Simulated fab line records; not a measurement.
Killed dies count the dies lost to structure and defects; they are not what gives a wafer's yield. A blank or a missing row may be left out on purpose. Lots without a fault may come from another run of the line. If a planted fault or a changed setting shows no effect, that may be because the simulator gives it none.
The tool behind it: which one?	flow n5-finfet	Sampling: 15 lots, 45 wafers, 6 of 1938 route steps

WHAT THE GAUGES READ, wafer by wafer
N5_MOL_CONTACT_COAG_CD_MEAS_101: target cd 16 nm. Usual: 16.0 nm for cd-nm, sd 0.34.
lot	measured	on	cd-nm (nm)	flag
L233	day 5 07:23	cd-sem-01	16.7 15.7 15.6	
L235	day 5 18:51	cd-sem-02	15.7 16.4 16.0	
L236	day 5 23:54	cd-sem-01	15.9 16.2 15.6	
L237	day 6 04:33	cd-sem-03	16.2 15.4 16.1	
L240	day 7 01:28	cd-sem-01	16.1 15.8 15.9	
L242	day 7 10:54	cd-sem-02	16.2 15.6 16.4	
L243	day 7 18:04	cd-sem-03	15.8 16.0 15.9	
L244	day 7 22:59	cd-sem-03	16.4 16.7 16.4	
L248	day 9 03:11	cd-sem-01	16.2 15.6 15.6	
L249	day 9 06:14	cd-sem-02	16.1 16.2 16.1	
L251	day 9 17:05	cd-sem-01	15.8 15.9 16.4	
L252	day 9 23:59	cd-sem-02	16.1 15.9 16.0	
L254	day 10 06:56	cd-sem-03	16.1 15.8 15.7	
L255	day 10 20:07	cd-sem-02	16.6 15.5 16.0	
L256	day 11 02:20	cd-sem-01	15.0 15.7 15.2	

N5_BEOL_M0_SAQP_CD_MEAS_29: target cd 14.4 nm. Usual: 14.94 nm for cd-nm, sd 0.2.
lot	measured	on	cd-nm (nm)	flag
L233	day 5 17:22	cd-sem-02	14.88 14.95 14.94	
L235	day 6 04:13	cd-sem-03	14.99 15.19 15.30	
L236	day 6 11:47	cd-sem-02	14.94 14.89 14.92	
L237	day 6 14:59	cd-sem-02	15.31 14.56 15.18	
L240	day 7 12:10	cd-sem-03	14.73 15.00 15.04	
L242	day 7 20:26	cd-sem-03	- - -	OFF
L243	day 8 06:27	cd-sem-02	- - -	OFF
L244	day 8 08:52	cd-sem-03	- - -	OFF
L248	day 9 14:23	cd-sem-01	14.87 15.04 15.14	
L249	day 9 16:34	cd-sem-02	14.74 15.03 15.07	
L251	day 10 04:59	cd-sem-02	15.29 14.77 15.17	
L252	day 10 09:26	cd-sem-03	14.80 14.72 14.85	
L254	day 10 17:56	cd-sem-01	14.90 14.67 15.17	
L255	day 11 04:58	cd-sem-03	15.03 14.90 14.84	
L256	day 11 15:55	cd-sem-03	15.13 15.02 15.22	

N5_BEOL_M4_RC_MEAS_101. Usual: DIBL_N 36.3 mV/V, standard deviation 1.8; DIBL_P 36.5 mV/V, standard deviation 2.1; IOFF_N 0.16 nA/um, standard deviation 0.031; IOFF_P 0.22 nA/um, standard deviation 0.038; ION_N 677 uA/um, standard deviation 12; ION_P 466 uA/um, standard deviation 7.8; SS_N 71.5 mV/dec, standard deviation 0.61; SS_P 73.2 mV/dec, standard deviation 0.7; VT_N 249 mV, standard deviation 3; VT_P -248.9 mV, standard deviation 3.
lot	measured	on	DIBL_N (mV/V)	DIBL_P (mV/V)	IOFF_N (nA/um)	IOFF_P (nA/um)	ION_N (uA/um)	ION_P (uA/um)	SS_N (mV/dec)	SS_P (mV/dec)	VT_N (mV)	VT_P (mV)	flag
L233	day 8 19:02	prober-02	34.6 36.4 34.8	35.1 37.0 34.2	0.14 0.17 0.13	0.22 0.24 0.21	676 682 662	472 474 464	71.2 70.5 71.4	73.5 73.3 72.3	251 246 252	-245.7 -246.0 -249.5	
L235	day 9 08:14	prober-02	38.2 36.2 39.2	38.6 36.3 38.9	0.20 0.17 0.22	0.24 0.20 0.27	693 688 691	464 462 466	72.0 71.4 72.4	73.6 72.0 73.8	247 250 244	-246.9 -250.2 -246.2	
L236	day 9 09:10	prober-02	35.9 36.7 36.4	36.8 37.7 37.2	0.15 0.17 0.16	0.20 0.22 0.20	667 664 687	456 459 463	72.2 72.4 71.9	73.3 73.4 73.5	250 252 248	-249.2 -251.5 -251.7	
L237	day 9 15:04	prober-02	38.6 36.0 37.0	37.6 36.0 36.9	0.19 0.16 0.17	0.25 0.23 0.23	681 691 694	468 473 472	71.4 71.2 70.9	74.4 73.8 73.6	248 247 248	-248.4 -246.6 -249.9	
L240	day 10 01:01	prober-02	35.5 34.6 39.3	37.0 35.8 42.0	0.17 0.15 0.28	0.27 0.24 0.38	689 687 708	478 480 488	71.1 71.0 72.2	73.5 72.2 73.6	246 249 238	-243.1 -246.4 -240.6	
L248	day 12 14:08	prober-02	35.1 34.8 37.0	36.2 35.9 38.6	0.16 0.16 0.20	0.21 0.21 0.26	657 670 687	455 459 471	71.8 70.6 71.7	73.9 72.9 72.8	251 250 246	-250.5 -249.4 -247.5	
L249	day 12 03:20	prober-01	36.0 35.6 37.9	35.1 34.4 37.3	0.14 0.13 0.18	0.21 0.20 0.24	665 664 685	461 459 462	70.5 71.0 71.1	71.8 72.4 73.0	251 253 249	-251.0 -252.6 -247.0	
L251	day 12 17:35	prober-02	34.9 37.3 34.2	35.1 38.4 34.0	0.15 0.20 0.14	0.21 0.25 0.18	681 686 664	469 470 462	71.1 71.6 71.3	72.8 73.8 72.1	247 247 251	-249.8 -248.2 -254.4	
L252	day 12 20:28	prober-01	38.0 38.1 37.2	37.9 39.2 37.7	0.18 0.18 0.17	0.22 0.24 0.21	666 680 685	456 475 466	71.7 72.4 71.8	74.5 73.8 73.5	249 248 246	-250.5 -251.5 -250.0	
L254	day 13 19:41	prober-02	32.2 32.5 33.8	32.2 32.5 33.8	0.10 0.11 0.12	0.15 0.15 0.17	641 671 650	449 462 453	70.8 70.4 70.7	72.1 72.4 72.5	256 255 253	-254.0 -252.8 -252.0	
L255	day 14 04:28	prober-01	36.1 36.2 36.2	36.8 36.5 37.3	0.17 0.16 0.16	0.23 0.23 0.25	682 682 683	469 475 467	71.8 71.7 71.4	73.2 72.9 73.1	248 248 249	-249.1 -246.7 -244.5	
L256	day 14 01:23	prober-01	34.1 34.1 38.3	35.5 34.8 40.8	0.14 0.14 0.23	0.20 0.19 0.31	680 661 698	469 457 477	71.8 71.4 71.7	72.6 72.4 73.5	250 249 245	-250.0 -249.1 -246.5	

WHAT TOOL EACH LOT RAN ON (gives the tool, then ch and the chambers of the sampled wafers, and finally the start)
lot	N5_MOL_CONTACT_COAG_ETCH_65	N5_MOL_CONTACT_COAG_ETCH_67	N5_BEOL_M0_SAQP_PECVD_03
L233	rie-diel-01 ch 0,1,3, day 5 06:34	rie-diel-05 ch 1,2,3, day 5 06:53	pecvd-04 ch 1,2, day 5 12:21
L235	rie-diel-05 ch 0,1, day 5 17:55	rie-diel-01 ch 0,2, day 5 18:23	pecvd-04 ch 1,2, day 5 23:24
L236	rie-diel-02 ch 0,1, day 5 22:59	rie-diel-05 ch 0,1,3, day 5 23:26	pecvd-04 ch 0,1,2, day 6 07:07
L237	rie-diel-05 ch 0,1,3, day 6 03:46	rie-diel-05 ch 0,1, day 6 04:05	pecvd-03 ch 0,1,2, day 6 10:38
L240	rie-diel-02 ch 0,1, day 7 00:13	rie-diel-01 ch 0,1,2, day 7 00:59	pecvd-03 ch 0,1, day 7 07:44
L242	rie-diel-05 ch 0,1,2, day 7 10:07	rie-diel-05 ch 0,1,2, day 7 10:26	pecvd-01 ch 0,1, day 7 15:19
L243	rie-diel-05 ch 1,3, day 7 16:58	rie-diel-01 ch 0,2, day 7 17:35	pecvd-03 ch 0,1,2, day 8 01:01
L244	rie-diel-05 ch 1,2, day 7 22:12	rie-diel-01 ch 1,2, day 7 22:31	pecvd-01 ch 0,1,2, day 8 04:21
L248	rie-diel-05 ch 1,2,3, day 9 02:22	rie-diel-02 ch 0,1,2, day 9 02:41	pecvd-01 ch 0,2, day 9 08:05
L249	rie-diel-02 ch 1,2,3, day 9 05:23	rie-diel-01 ch 0,1,2, day 9 05:46	pecvd-04 ch 0,1,2, day 9 11:05
L251	rie-diel-05 ch 1,2,3, day 9 16:18	rie-diel-01 ch 0,3, day 9 16:36	pecvd-01 ch 0,1,2, day 10 00:24
L252	rie-diel-01 ch 0,1,3, day 9 22:38	rie-diel-01 ch 0,3, day 9 23:31	pecvd-04 ch 0,2, day 10 05:11
L254	rie-diel-02 ch 0,1,3, day 10 06:07	rie-diel-01 ch 0,2, day 10 06:26	pecvd-01 ch 0,1, day 10 13:12
L255	rie-diel-01 ch 0,1,2, day 10 19:17	rie-diel-01 ch 0,1,2, day 10 19:37	pecvd-01 ch 1,2, day 11 00:35
L256	rie-diel-01 ch 0,1,2, day 11 00:28	rie-diel-02 ch 0,1,3, day 11 01:51	pecvd-03 ch 0,1,2, day 11 09:49
- N5_MOL_CONTACT_COAG_ETCH_65: etches underlayer in N2/H2, target depth 13 nm, time 10.4 s.
- N5_MOL_CONTACT_COAG_ETCH_67: etches SOC in N2/H2, target depth 60 nm, overetch 21 nm, time 101.2 s.
- N5_BEOL_M0_SAQP_PECVD_03: deposits SiCN from 3MS/NH3, target thk 12 nm, time 21.1 s.

AS READ BY THE TOOLS THEMSELVES (means over the sampled wafers that have a number; for cases with no such wafer, the mark the record gives instead)
N5_MOL_CONTACT_COAG_ETCH_65. Usual: drypump-motor-current-A 6.0 A, standard deviation 0.51; etch-rf-on-time-s 10.35 s, standard deviation 0.26; oes-product-au 0.66 a.u., standard deviation 0.075; rf-vpp-V 524.7 V, standard deviation 2.9; showerhead-plenum-p-Torr 2.57 Torr, standard deviation 0.098; throttle-valve-pct 17.79 %, standard deviation 0.22.
lot	tool	drypump-motor-current-A (A)	etch-rf-on-time-s (s)	oes-product-au (a.u.)	rf-vpp-V (V)	showerhead-plenum-p-Torr (Torr)	throttle-valve-pct (%)	flag
L233	rie-diel-01	6.0	10.29	0.72	524.2	2.57	17.70	
L235	rie-diel-05	5.9	10.39	0.60	525.5	2.58	17.86	
L236	rie-diel-02	6.3	10.45	0.70	526.5	2.66	17.49	
L237	rie-diel-05	6.1	10.28	0.62	522.5	2.51	17.79	
L240	rie-diel-02	6.4	10.50	0.74	527.4	2.68	17.48	
L242	rie-diel-05	5.9	10.52	0.60	525.3	2.59	17.90	
L243	rie-diel-05	6.3	10.13	0.62	520.7	2.45	17.73	
L244	rie-diel-05	6.2	10.44	0.61	523.6	2.57	17.75	
L248	rie-diel-05	6.1	10.32	0.60	523.7	2.52	17.87	
L249	rie-diel-02	6.1	10.37	0.74	527.3	2.66	17.76	
L251	rie-diel-05	6.1	10.34	0.60	522.1	2.52	17.87	
L252	rie-diel-01	6.0	10.38	0.67	524.3	2.56	17.78	
L254	rie-diel-02	6.2	10.43	0.71	527.3	2.67	17.61	
L255	rie-diel-01	6.0	10.44	0.64	523.1	2.53	17.93	
L256	rie-diel-01	5.9	10.40	0.63	522.6	2.53	17.94	

N5_MOL_CONTACT_COAG_ETCH_67. Usual: drypump-motor-current-A 5.9 A, standard deviation 0.64; oes-product-au 0.65 a.u., standard deviation 0.057; rf-vpp-V 524.5 V, standard deviation 2.8; showerhead-plenum-p-Torr 2.56 Torr, standard deviation 0.097; throttle-valve-pct 17.77 %, standard deviation 0.2.
lot	tool	drypump-motor-current-A (A)	oes-product-au (a.u.)	rf-vpp-V (V)	showerhead-plenum-p-Torr (Torr)	throttle-valve-pct (%)	flag
L233	rie-diel-05	6.1	0.61	523.7	2.53	17.77	
L235	rie-diel-01	6.2	0.63	523.0	2.50	17.79	
L236	rie-diel-05	6.1	0.60	522.6	2.52	17.75	
L237	rie-diel-05	6.2	0.60	523.4	2.56	17.66	
L240	rie-diel-01	6.0	0.64	524.2	2.55	17.85	
L242	rie-diel-05	5.9	0.60	525.3	2.59	17.88	
L243	rie-diel-01	5.5	0.61	521.1	2.46	17.86	
L244	rie-diel-01	5.3	0.63	523.2	2.51	17.90	
L248	rie-diel-02	6.2	0.67	525.9	2.63	17.66	
L249	rie-diel-01	5.9	0.62	523.6	2.54	17.89	
L251	rie-diel-01	5.7	0.67	523.4	2.49	17.60	
L252	rie-diel-01	6.2	0.64	522.9	2.51	17.70	
L254	rie-diel-01	6.2	0.60	522.2	2.49	17.85	
L255	rie-diel-01	6.0	0.62	523.3	2.53	17.90	
L256	rie-diel-02	6.3	0.68	527.7	2.66	17.58	

N5_BEOL_M0_SAQP_PECVD_03. Usual: chamber-pressure-Torr 3.001 Torr, standard deviation 0.0068; rf-fwd-power-W 198.9 W, standard deviation 0.9; showerhead-plenum-p-Torr 3.672 Torr, standard deviation 0.015; throttle-valve-pct 9.2 %, standard deviation 0.56.
lot	tool	chamber-pressure-Torr (Torr)	rf-fwd-power-W (W)	showerhead-plenum-p-Torr (Torr)	throttle-valve-pct (%)	flag
L233	pecvd-04	3.000	198.3	3.654	9.2	
L235	pecvd-04	2.999	198.6	3.655	9.4	
L236	pecvd-04	3.000	199.2	3.661	9.3	
L237	pecvd-03	3.005	199.1	3.678	8.8	
L240	pecvd-03	2.999	198.7	3.686	8.9	
L242	pecvd-01	-	-	-	-	OFF
L243	pecvd-03	-	-	-	-	OFF
L244	pecvd-01	-	-	-	-	OFF
L248	pecvd-01	2.998	198.4	3.680	8.7	
L249	pecvd-04	3.003	198.5	3.665	9.2	
L251	pecvd-01	3.001	198.7	3.674	9.3	
L252	pecvd-04	3.002	199.3	3.673	9.3	
L254	pecvd-01	3.004	199.4	3.689	10.2	
L255	pecvd-01	2.998	198.6	3.676	8.8	
L256	pecvd-03	3.002	199.1	3.681	8.8	

THE ANSWER, worked out from the rows above alone
Rule: lot off if the mean of its wafers having a number is beyond 3 standard deviations from the usual mean. A lot without any number at a reading at which 4 lots or more have one is off too. Where the step has rows for the other lots, those lots are counted as sound. Order of review: gauges by route order, followed by the tools' own readings, for which a lot's mean as printed above is used. The first step at which some lot is off is used, and at that step the reading that is off furthest; a lot without a number counts as furthest.
Off, at N5_BEOL_M0_SAQP_CD_MEAS_29 on cd-nm: L242, L243, L244. Without a number there: L242, L243, L244.
If a tool, at a process step before that reading, ran all the lots that are off and no sound lot after the first of them, it fits. The gauges at N5_BEOL_M0_SAQP_CD_MEAS_29 aren't tried: what is off there is off at N5_BEOL_M0_SAQP_PECVD_03 too, on other tools, and a gauge's error can't cause that. None of those tried fits.

WHAT THE SIMULATOR HAD INSERTED
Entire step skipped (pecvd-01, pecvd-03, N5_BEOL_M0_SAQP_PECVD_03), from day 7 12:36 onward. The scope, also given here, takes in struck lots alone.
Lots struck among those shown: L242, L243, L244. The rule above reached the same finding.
